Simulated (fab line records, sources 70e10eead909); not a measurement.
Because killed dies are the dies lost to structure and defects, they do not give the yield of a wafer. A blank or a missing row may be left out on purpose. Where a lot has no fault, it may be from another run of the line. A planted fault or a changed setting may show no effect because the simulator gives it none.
fab line records + flow nand-harc
[record]
- lots = 13
- wafers = 37
- last-day = 26
route steps=1159 shown A_ONON_D1@447 A_CHANNEL_HOLE_D1@462 END@1159
lots that met no fault: from a run of the same line without faults
start-h: hours from the record's first day to the start of the lot's first wafer shown + wait-h: hours from the lot's prior step to this one + " the same as in the row above + L1.1+2: one row covering several wafers at once + - no value present, or no start provided + * or withheld: withheld + < > ~ a bound
route shown NAME@n: NAME is a module with steps in the file, n the number in the route of the first one + usual: the fault-free wafers' mean and standard deviation + same: alike in all rows + chamber/n: place in a boat + sites: the reading at each site + _std_site: how widely they spread, as a standard deviation + _edge_site: outer sites' mean less inner sites' + radius-mm: for every site, how far away it sits from the centre of the wafer + mask NAME#n: copy n + behind: the most recent tool/chamber to have shaped the wafer + hold: cause of the lot's hold/its duration in hours/its outcome + device: transistor that didn't switch, given as n, p or np + end of line: tests of these same wafers at the route's end + step lacking rows: just its recipe + killed: not the wafer's yield, but the dies lost to structure and defects at the first sort + map: per-die view of a wafer (x killed, . not killed, _ where there is no die)
set.NAME: the setting that was run; set.NAME@STEP: the one run at that earlier step + model.NAME: the simulator's own value behind a step, which no gauge read
the route's steps for a sample of lots (tables are steps, rows are wafers)
services: a tool's chamber out of use, with start hour (start-h, from the record's first day; less than 0 if before it), hours out, and reason
[[steps]]
[step NHARC_A_ONON_D1_THK_MEAS_34]
[recipe]
- thk-meas-gauge = ellipsometry
[usual]
- thk-nm = 200.3/2.6
| lot.wafer | tool          | chamber | start-h | wait-h | thk-nm |
|-----------|---------------|---------|---------|--------|--------|
| L195.1    | film-metro-01 | -       | 178.09  | -      | 200.9  |
| L195.2    | "             | -       | "       | "      | 198.1  |
| L195.4    | "             | -       | "       | "      | 199.8  |
| L196.1    | film-metro-02 | -       | 178.16  | -      | 199.9  |
| L196.2    | "             | -       | "       | "      | 197.0  |
| L196.3    | "             | -       | "       | "      | 198.4  |
| L197.2    | film-metro-01 | -       | 193.52  | -      | 202.3  |
| L197.4    | "             | -       | "       | "      | 201.6  |
| L197.6    | "             | -       | "       | "      | 204.1  |
| L199.1    | film-metro-02 | -       | 212.77  | -      | 196.3  |
| L199.2    | "             | -       | "       | "      | 199.3  |
| L199.4    | "             | -       | "       | "      | 201.6  |
| L200.3    | film-metro-01 | -       | 212.87  | -      | 201.0  |
| L200.4    | "             | -       | "       | "      | 201.5  |
| L200.6    | "             | -       | "       | "      | 202.4  |
| L207.1    | film-metro-02 | -       | 243.25  | -      | 200.9  |
| L207.5    | "             | -       | "       | "      | 202.1  |
| L205.3    | film-metro-01 | -       | 243.58  | -      | 193.2  |
| L205.5    | "             | -       | "       | "      | 201.8  |
| L209.3    | film-metro-02 | -       | 264.25  | -      | 198.4  |
| L209.4    | "             | -       | "       | "      | 205.2  |
| L209.5    | "             | -       | "       | "      | 205.0  |
| L211.1    | film-metro-01 | -       | 273.65  | -      | 199.8  |
| L211.5    | "             | -       | "       | "      | 196.7  |
| L211.6    | "             | -       | "       | "      | 202.1  |
| L214.1    | film-metro-01 | -       | 288.00  | -      | 196.8  |
| L214.2    | "             | -       | "       | "      | 195.6  |
| L214.5    | "             | -       | "       | "      | 205.1  |
| L213.3    | film-metro-01 | -       | 288.17  | -      | 200.1  |
| L213.4    | "             | -       | "       | "      | 199.1  |
| L213.5    | "             | -       | "       | "      | 203.0  |
| L215.1    | film-metro-01 | -       | 296.51  | -      | 200.7  |
| L215.2    | "             | -       | "       | "      | 199.6  |
| L215.3    | "             | -       | "       | "      | 201.0  |
| L216.2    | film-metro-02 | -       | 307.19  | -      | 197.3  |
| L216.3    | "             | -       | "       | "      | 196.7  |
| L216.6    | "             | -       | "       | "      | 202.4  |
[step NHARC_A_CHANNEL_HOLE_D1_CD_MEAS_10]
[recipe]
- target-cd-nm = 100
- landing-energy-ev = 500
[usual]
- cd-nm = 100.1/0.49
| lot.wafer | tool      | chamber | start-h | wait-h | cd-nm |
|-----------|-----------|---------|---------|--------|-------|
| L195.1    | cd-sem-02 | 0       | 182.64  | -      | 99.7  |
| L195.2    | "         | 0       | "       | "      | 99.8  |
| L195.4    | "         | 0       | "       | "      | 99.8  |
| L196.1    | cd-sem-02 | 0       | 183.52  | -      | 101.1 |
| L196.2    | "         | 0       | "       | "      | 99.9  |
| L196.3    | "         | 0       | "       | "      | 100.9 |
| L197.2    | cd-sem-02 | 0       | 197.83  | -      | 99.9  |
| L197.4    | "         | 0       | "       | "      | 100.5 |
| L197.6    | "         | 0       | "       | "      | 100.7 |
| L199.1    | cd-sem-01 | 0       | 216.51  | -      | 100.3 |
| L199.2    | "         | 0       | "       | "      | 100.1 |
| L199.4    | "         | 0       | "       | "      | 101.1 |
| L200.3    | cd-sem-01 | 0       | 216.74  | -      | 99.9  |
| L200.4    | "         | 0       | "       | "      | 99.5  |
| L200.6    | "         | 0       | "       | "      | 100.3 |
| L207.1    | cd-sem-02 | 0       | 246.03  | -      | 99.6  |
| L207.5    | "         | 0       | "       | "      | 99.7  |
| L205.3    | cd-sem-03 | 0       | 247.85  | -      | 100.7 |
| L205.5    | "         | 0       | "       | "      | 100.2 |
| L209.3    | cd-sem-03 | 0       | 267.51  | -      | 99.8  |
| L209.4    | "         | 0       | "       | "      | 100.6 |
| L209.5    | "         | 0       | "       | "      | 100.1 |
| L211.1    | cd-sem-02 | 0       | 277.50  | -      | 100.5 |
| L211.5    | "         | 0       | "       | "      | 101.0 |
| L211.6    | "         | 0       | "       | "      | 100.5 |
| L214.1    | cd-sem-03 | 0       | 290.78  | -      | 100.2 |
| L214.2    | "         | 0       | "       | "      | 99.9  |
| L214.5    | "         | 0       | "       | "      | 100.3 |
| L213.3    | cd-sem-03 | 0       | 290.97  | -      | 99.6  |
| L213.4    | "         | 0       | "       | "      | 99.7  |
| L213.5    | "         | 0       | "       | "      | 99.2  |
| L215.1    | cd-sem-02 | 0       | 300.95  | -      | 99.4  |
| L215.2    | "         | 0       | "       | "      | 100.0 |
| L215.3    | "         | 0       | "       | "      | 100.2 |
| L216.2    | cd-sem-01 | 0       | 312.93  | -      | 99.2  |
| L216.3    | "         | 0       | "       | "      | 99.6  |
| L216.6    | "         | 0       | "       | "      | 99.0  |
[step NHARC_A_CHANNEL_HOLE_D1_ETCH_39]
[recipe]
- target-depth-a = 2600
- over-etch-frac = 0.3
- time-s = 325
- ion-energy-ev = 200
- n2-flow-sccm = 150
- h2-flow-sccm = 150
- ar-flow-sccm = 0
- rf-w = 400
- bias-w = 150
- chemistry = N2/H2
[usual]
- drypump-motor-current-A = 5.8/0.41
- oes-product-au = 1.000/0.0088
- rf-vpp-V = 429.9/2.4
- run-length-s = 346.3/0.39
- showerhead-plenum-p-Torr = 2.02/0.088
- throttle-valve-pct = 14.172/0.008
[same]
- over-etch-frac = 0.3
| lot.wafer | tool        | chamber | start-h | wait-h | drypump-motor-current-A | oes-product-au | rf-hours-counter-h | rf-vpp-V | run-length-s | showerhead-plenum-p-Torr | throttle-valve-pct |
|-----------|-------------|---------|---------|--------|-------------------------|----------------|--------------------|----------|--------------|--------------------------|--------------------|
| L195.2    | rie-diel-03 | 2       | 183.03  | -      | 5.4                     | 0.989          | 10                 | 431.6    | 345.7        | 2.15                     | 14.166             |
| L195.4    | "           | 3       | "       | "      | 5.6                     | 0.998          | 9                  | 434.0    | 346.4        | 2.14                     | 14.171             |
| L195.1    | "           | 0       | "       | "      | 5.1                     | 1.007          | 8                  | 428.4    | 346.2        | 1.97                     | 14.156             |
| L196.2    | rie-diel-08 | 3       | 183.89  | -      | 6.5                     | 0.995          | 3                  | 429.1    | 346.6        | 1.99                     | 14.161             |
| L196.1    | "           | 1       | "       | "      | 5.3                     | 0.986          | 2                  | 429.9    | 346.6        | 1.98                     | 14.183             |
| L196.3    | "           | 2       | "       | "      | 5.6                     | 1.005          | 3                  | 431.4    | 345.8        | 2.05                     | 14.164             |
| L197.4    | rie-diel-08 | 3       | 198.24  | -      | 6.5                     | 0.998          | 4                  | 430.3    | 346.6        | 1.99                     | 14.160             |
| L197.2    | "           | 0       | "       | "      | 5.7                     | 0.997          | 4                  | 431.8    | 346.7        | 2.10                     | 14.153             |
| L197.6    | "           | 1       | "       | "      | 5.3                     | 0.990          | -                  | 427.6    | 346.9        | 1.98                     | 14.181             |
| L199.2    | rie-diel-12 | 3       | 216.89  | -      | 6.1                     | 1.005          | 1                  | 426.6    | 346.0        | 1.91                     | 14.167             |
| L199.4    | "           | 0       | "       | "      | 6.4                     | 1.001          | 0                  | 428.6    | 346.6        | 1.93                     | 14.162             |
| L199.1    | "           | 1       | "       | "      | 5.9                     | 1.000          | 0                  | 433.2    | 346.4        | 2.14                     | 14.167             |
| L200.3    | rie-diel-12 | 2       | 217.19  | -      | 6.0                     | 0.991          | 1                  | 431.7    | 346.4        | 2.08                     | 14.175             |
| L200.4    | "           | 0       | "       | "      | 6.5                     | 0.993          | 1                  | 426.6    | 346.5        | 1.93                     | 14.177             |
| L200.6    | "           | 3       | "       | "      | 6.1                     | 1.001          | -                  | 427.9    | 345.9        | 1.91                     | 14.180             |
| L207.1    | rie-diel-08 | 2       | 246.44  | -      | 5.6                     | 1.000          | 7                  | 432.4    | 273.4        | 2.05                     | 14.174             |
| L207.5    | "           | 0       | "       | "      | 5.7                     | 0.990          | -                  | 430.8    | 346.4        | 2.10                     | 14.168             |
| L205.3    | rie-diel-08 | 3       | 248.21  | -      | 6.5                     | 0.996          | 8                  | 431.2    | 273.8        | 1.99                     | 14.168             |
| L205.5    | "           | 3       | "       | "      | 6.5                     | 1.005          | -                  | 429.6    | 346.6        | 1.99                     | 14.168             |
| L209.4    | rie-diel-03 | 2       | 267.91  | -      | 5.4                     | 1.015          | 3                  | 432.8    | 345.9        | 2.15                     | 14.174             |
| L209.3    | "           | 3       | "       | "      | 5.6                     | 1.006          | 3                  | 435.0    | 346.4        | 2.14                     | 14.185             |
| L209.5    | "           | 0       | "       | "      | 5.1                     | 0.997          | -                  | 428.7    | 345.6        | 1.97                     | 14.175             |
| L211.1    | rie-diel-03 | 3       | 277.91  | -      | 5.6                     | 1.008          | 4                  | 431.8    | 346.2        | 2.14                     | 14.171             |
| L211.5    | "           | 1       | "       | "      | 6.0                     | 1.006          | -                  | 425.6    | 345.7        | 1.90                     | 14.166             |
| L211.6    | "           | 2       | "       | "      | 5.4                     | 1.017          | -                  | 433.5    | 346.0        | 2.15                     | 14.175             |
| L214.1    | rie-diel-12 | 2       | 291.14  | -      | 6.0                     | 0.985          | 6                  | 433.1    | 346.2        | 2.08                     | 14.170             |
| L214.2    | "           | 3       | "       | "      | 6.1                     | 1.007          | 7                  | 427.8    | 345.9        | 1.91                     | 14.170             |
| L214.5    | "           | 3       | "       | "      | 6.1                     | 1.005          | -                  | 427.4    | 346.4        | 1.91                     | 14.163             |
| L213.4    | rie-diel-03 | 0       | 291.33  | -      | 5.1                     | 0.989          | 5                  | 427.3    | 345.6        | 1.97                     | 14.171             |
| L213.3    | "           | 2       | "       | "      | 5.4                     | 1.004          | 5                  | 432.2    | 346.1        | 2.15                     | 14.162             |
| L213.5    | "           | 0       | "       | "      | 5.1                     | 0.988          | -                  | 429.2    | 345.9        | 1.97                     | 14.171             |
| L215.3    | rie-diel-12 | 3       | 301.31  | -      | 6.1                     | 1.006          | 8                  | 428.6    | 346.2        | 1.91                     | 14.161             |
| L215.1    | "           | 1       | "       | "      | 6.0                     | 1.022          | 6                  | 434.9    | 346.4        | 2.14                     | 14.167             |
| L215.2    | "           | 2       | "       | "      | 6.0                     | 1.003          | 7                  | 431.7    | 346.4        | 2.08                     | 14.165             |
| L216.3    | rie-diel-12 | 2       | 313.31  | -      | 6.0                     | 0.998          | 8                  | 430.2    | 346.2        | 2.08                     | 14.175             |
| L216.2    | "           | 0       | "       | "      | 6.4                     | 1.003          | 9                  | 427.6    | 346.8        | 1.93                     | 14.163             |
| L216.6    | "           | 2       | "       | "      | 6.0                     | 0.999          | -                  | 431.4    | 346.5        | 2.08                     | 14.175             |
[step NHARC_A_CHANNEL_HOLE_D1_ETCH_33]
[recipe]
- bias-v = 400
- source-w = 2000
- pressure-mtorr = 25
- time-s = 90
- ar-flow-sccm = 375
- c4f8-flow-sccm = 41.7
- o2-flow-sccm = 83.3
- temp-c = -20
- target-depth-a = 4000
- chemistry = C4F8/O2/Ar
[usual]
- drypump-motor-current-A = 5.6/0.43
- run-length-s = 121.30/0.29
- showerhead-plenum-p-Torr = 3.77/0.11
- throttle-valve-pct = 27.620/0.0085
| lot.wafer | tool        | chamber | start-h | wait-h | drypump-motor-current-A | rf-hours-counter-h | run-length-s | showerhead-plenum-p-Torr | throttle-valve-pct |
|-----------|-------------|---------|---------|--------|-------------------------|--------------------|--------------|--------------------------|--------------------|
| L195.2    | har-etch-02 | 0       | 188.01  | 0.2    | 5.9                     | 110                | 121.36       | 3.92                     | 27.613             |
| L195.1    | "           | 1       | "       | "      | 5.4                     | 110                | 120.87       | 3.68                     | 27.627             |
| L195.4    | "           | 1       | "       | "      | 5.4                     | -                  | 121.34       | 3.68                     | 27.621             |
| L196.1    | har-etch-02 | 1       | 192.17  | 0.2    | 5.4                     | 114                | 120.93       | 3.67                     | 27.625             |
| L196.2    | "           | 0       | "       | "      | 5.9                     | 114                | 121.32       | 3.91                     | 27.629             |
| L196.3    | "           | 1       | "       | "      | 5.4                     | -                  | 120.94       | 3.67                     | 27.617             |
| L197.2    | har-etch-02 | 0       | 203.45  | 0.2    | 5.9                     | 122                | 121.81       | 3.91                     | 27.622             |
| L197.4    | "           | 1       | "       | "      | 5.4                     | -                  | 121.44       | 3.67                     | 27.630             |
| L197.6    | "           | 1       | "       | "      | 5.4                     | -                  | 121.04       | 3.67                     | 27.618             |
| L199.2    | har-etch-01 | 0       | 221.99  | 0.2    | 6.0                     | 205                | 121.50       | 3.86                     | 27.614             |
| L199.1    | "           | 1       | "       | "      | 4.9                     | 205                | 121.18       | 3.69                     | 27.623             |
| L199.4    | "           | 1       | "       | "      | 4.9                     | -                  | 121.10       | 3.69                     | 27.619             |
| L200.3    | har-etch-02 | 1       | 225.65  | 0.2    | 5.4                     | -                  | 120.99       | 3.66                     | 27.617             |
| L200.4    | "           | 0       | "       | "      | 5.9                     | -                  | 121.82       | 3.90                     | 27.610             |
| L200.6    | "           | 1       | "       | "      | 5.4                     | -                  | 121.44       | 3.66                     | 27.607             |
| L207.1    | har-etch-02 | 0       | 251.42  | 0.2    | 5.9                     | 141                | 121.23       | 3.90                     | 27.612             |
| L207.5    | "           | 0       | "       | "      | 5.9                     | -                  | 121.61       | 3.90                     | 27.609             |
| L205.3    | har-etch-02 | 0       | 255.67  | 0.2    | 5.9                     | -                  | 121.89       | 3.90                     | 27.622             |
| L205.5    | "           | 1       | "       | "      | 5.4                     | -                  | 120.95       | 3.66                     | 27.624             |
| L209.4    | har-etch-01 | 0       | 272.89  | 0.2    | 6.1                     | -                  | 121.66       | 3.85                     | 27.623             |
| L209.3    | "           | 1       | "       | "      | 4.9                     | -                  | 121.21       | 3.68                     | 27.612             |
| L209.5    | "           | 1       | "       | "      | 4.9                     | -                  | 121.06       | 3.68                     | 27.623             |
| L211.1    | har-etch-01 | 0       | 282.86  | 0.2    | 6.0                     | 232                | 121.19       | 3.84                     | 27.620             |
| L211.5    | "           | 0       | "       | "      | 6.0                     | -                  | 121.09       | 3.85                     | 27.616             |
| L211.6    | "           | 1       | "       | "      | 4.9                     | -                  | 121.48       | 3.68                     | 27.631             |
| L214.1    | har-etch-02 | 0       | 296.12  | 0.2    | 5.9                     | 165                | 121.24       | 3.88                     | 27.618             |
| L214.2    | "           | 1       | "       | "      | 5.4                     | 165                | 120.90       | 3.64                     | 27.625             |
| L214.5    | "           | 1       | "       | "      | 5.4                     | -                  | 121.16       | 3.65                     | 27.621             |
| L213.3    | har-etch-01 | 1       | 296.38  | 0.2    | 4.9                     | -                  | 121.08       | 3.67                     | 27.635             |
| L213.4    | "           | 0       | "       | "      | 6.0                     | -                  | 121.29       | 3.84                     | 27.620             |
| L213.5    | "           | 0       | "       | "      | 6.0                     | -                  | 121.37       | 3.84                     | 27.613             |
| L215.2    | har-etch-01 | 1       | 306.28  | 0.2    | 5.0                     | 246                | 121.92       | 3.67                     | 27.619             |
| L215.1    | "           | 0       | "       | "      | 6.1                     | 246                | 121.52       | 3.84                     | 27.617             |
| L215.3    | "           | 0       | "       | "      | 6.0                     | -                  | 121.64       | 3.84                     | 27.614             |
| L216.2    | har-etch-02 | 1       | 318.28  | 0.2    | 5.4                     | 175                | 120.73       | 3.64                     | 27.606             |
| L216.3    | "           | 1       | "       | "      | 5.4                     | -                  | 121.50       | 3.64                     | 27.630             |
| L216.6    | "           | 1       | "       | "      | 5.4                     | -                  | 120.74       | 3.64                     | 27.618             |
[step NHARC_END_SORT_01]
[recipe]
- temp-c = 25
[usual]
- killed-at-array = 28/9.1
- killed-at-other = 0.6/0.87
- killed-at-periphery = 3.4/2.7
- killed-dies = 32/9
- killed-open = 3.2/1.9
- killed-short = 2.0/1.3
[same]
- gross-dies = 677
| lot.wafer | tool      | chamber | start-h | wait-h | killed-at-array | killed-at-other | killed-at-periphery | killed-dies | killed-open | killed-short |
|-----------|-----------|---------|---------|--------|-----------------|-----------------|---------------------|-------------|-------------|--------------|
| L207.1    | prober-02 | 0       | 517.62  | 2.5    | 34              | 1               | 1                   | 36          | 2           | 1            |
| L207.5    | prober-02 | 0       | 520.86  | 3.7    | 29              | 0               | 5                   | 34          | 3           | 2            |
| L205.3    | prober-02 | 0       | 527.12  | 3.1    | 65              | 0               | 3                   | 68          | 4           | 3            |
| L205.5    | prober-02 | 0       | 528.73  | 3.7    | 25              | 0               | 1                   | 26          | 4           | 2            |
// killed by level:class
L207.1 A_SLIT:chamber-film-flake=14 A_CHANNEL_HOLE_D1:chamber-film-flake=6 A_CHANNEL_HOLE_D1:area-etch=6 A_CONTACT:chamber-film-flake=3 A_M1:geometric-particle:open=1 A_M0:geometric-particle:open=1 STARTING-WAFER:geometric-particle:short=1 P_GATE:chamber-film-flake=1
L207.5 A_SLIT:chamber-film-flake=16 A_CHANNEL_HOLE_D1:chamber-film-flake=6 P_GATE:chamber-film-flake=2 A_STAIRCASE:chamber-film-flake=2 P_CONTACT:geometric-particle:short=1 P_M1:geometric-particle:open=1 A_SOURCE_PLATE:geometric-particle:open=1 A_M0:geometric-particle:short=1
L205.3 A_CHANNEL_HOLE_D1:area-etch=32 A_SLIT:chamber-film-flake=15 A_CHANNEL_HOLE_D1:chamber-film-flake=8 A_STAIRCASE:chamber-film-flake=2 A_CONTACT:chamber-film-flake=2 P_STI:geometric-particle:open=1 P_GATE:geometric-particle:open=1 P_CONTACT:geometric-particle:short=1
L205.5 A_SLIT:chamber-film-flake=12 A_STAIRCASE:chamber-film-flake=3 A_CHANNEL_HOLE_D1:chamber-film-flake=2 A_STAIRCASE:geometric-particle:short=1 A_WL_FILL:geometric-particle:open=1 A_WL_FILL:geometric-particle:short=1 A_CONTACT:geometric-particle:open=1 A_M0:geometric-particle:open=1
[[services]]
| tool        | chamber | start-h | hours | kind       |
|-------------|---------|---------|-------|------------|
| rie-diel-12 | 0       | 181.40  | -     | clean      |
| rie-diel-12 | 1       | 181.40  | -     | clean      |
| rie-diel-12 | 2       | 181.40  | -     | clean      |
| rie-diel-12 | 3       | 181.40  | -     | clean      |
| rie-diel-12 | -       | 202.40  | 9.0   | pm         |
| rie-diel-12 | 0       | 202.40  | 9.0   | vent-cycle |
| rie-diel-12 | 1       | 202.40  | 9.0   | vent-cycle |
| rie-diel-12 | 2       | 202.40  | 9.0   | vent-cycle |
| rie-diel-12 | 3       | 202.40  | 9.0   | vent-cycle |
| rie-diel-12 | 0       | 211.40  | -     | clean      |
| rie-diel-12 | 1       | 211.40  | -     | clean      |
| rie-diel-12 | 2       | 211.40  | -     | clean      |
| rie-diel-12 | 3       | 211.40  | -     | clean      |
| rie-diel-03 | -       | 215.30  | 9.0   | pm         |
| rie-diel-12 | 0       | 228.30  | 1.2   | repair     |
| rie-diel-12 | 0       | 236.17  | -     | clean      |
| rie-diel-12 | 1       | 236.17  | -     | clean      |
| rie-diel-12 | 2       | 236.17  | -     | clean      |
| rie-diel-12 | 3       | 236.17  | -     | clean      |
| rie-diel-12 | 1       | 266.55  | 6.8   | repair     |
| rie-diel-03 | 0       | 283.45  | 7.1   | repair     |
| rie-diel-03 | 0       | 295.69  | 2.1   | repair     |
| rie-diel-08 | -       | 301.80  | 9.0   | pm         |
| har-etch-01 | -       | 306.47  | 17.0  | pm         |
[[key]]
[first-sign]
- step = NHARC_A_CHANNEL_HOLE_D1_ETCH_39
- reading = run-length-s
- direction = down
- sigmas = 99+
- usual = *
- struck = *
[more-kills-born-at]
- NHARC_A_CHANNEL_HOLE_D1_ETCH_39@rie-diel-08 = 38
met-at NHARC_A_CHANNEL_HOLE_D1_ETCH_39
struck-lots L205,L207
struck-wafers L205.3,L207.1
tester-left-out L205,L207
not-acting-at NHARC_A_ONON_D1_THK_MEAS_34,NHARC_A_CHANNEL_HOLE_D1_CD_MEAS_10,NHARC_A_CHANNEL_HOLE_D1_ETCH_33
onset-between 198.24 246.44
[fault]
- kind = process-parameter-drift
- tool = rie-diel-08
- chamber = -
- onset-h = 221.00
- steps = NHARC_A_CHANNEL_HOLE_D1_ETCH_39
- channel = time-s
- offset = *
- shape = step
- end-h = 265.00
- scope = struck-wafers-only
- acts-in = *
- stated = *
// tester-left-out: of these lots the tester's yield and bins aren't shown, on N5 and GAA mostly nor the transistor test; their killed dies are dies lost to structure and defects alone, not to doping, threshold or leakage, so they don't give the yield
